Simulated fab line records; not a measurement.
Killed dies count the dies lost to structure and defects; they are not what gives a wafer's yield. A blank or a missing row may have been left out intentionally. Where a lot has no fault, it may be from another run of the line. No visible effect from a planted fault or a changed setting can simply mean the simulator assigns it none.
Matching of chambers | flow n5 finfet | 4 sister chambers for N5_BEOL_M2_ETCH_63 on rie diel-04
The step etches SiARC in CF4, target depth 15.6 nm, time 26 s. 8 wafers are shown with their chamber, then 7 later ones without.

== WAFERS WITH THEIR CHAMBER ==
wafer  | chamber | drypump motor current A (A) | throttle valve pct (%)
L637.6 | 0       | 5.6                         | 15.59
L644.4 | 1       | 5.2                         | 15.42
L644.5 | 2       | 5.8                         | 15.74
L646.1 | 3       | 5.3                         | 15.19
L646.5 | 1       | 5.2                         | 15.40
L646.6 | 2       | 5.8                         | 15.76
L647.3 | 0       | 5.7                         | 15.16
L647.4 | 3       | 5.3                         | 15.19

== WAFERS WITH NO CHAMBER GIVEN ==
wafer  | drypump motor current A (A) | throttle valve pct (%)
L647.6 | 5.3                         | 15.19
L649.1 | 5.2                         | 15.43
L649.3 | 5.8                         | 15.76
L649.4 | 5.6                         | 15.15
L652.3 | 5.8                         | 15.78
L652.5 | 5.3                         | 15.42
L652.6 | 5.6                         | 15.16

== WHICH CHAMBER EACH ONE RAN IN ==
wafer  | from the rows above     | in truth
L647.6 | 3                       | 3
L649.1 | 1                       | 1
L649.3 | 2                       | 2
L649.4 | 0                       | 0
L652.3 | 2                       | 2
L652.5 | can't be placed: 3 or 1 | 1
L652.6 | 0                       | 0
Placed correctly: 6 of 7. These rows do not allow placing 1 (true chamber among the candidates in 1). Placed wrongly: 0.
How it was worked out, from the rows above alone: a wafer's distance from a chamber is the root of the sum, over the readings, of the square of ((its reading less the chamber's mean) divided by the reading's scatter). The wafer belongs to the nearest chamber; if the next one is less than 2 further off, it can't be placed. Each chamber's mean is taken over the wafers shown for it. The scatter: take each reading less its chamber's mean, square it, sum over the shown wafers, divide by the number of wafers less the number of chambers, and take the root.
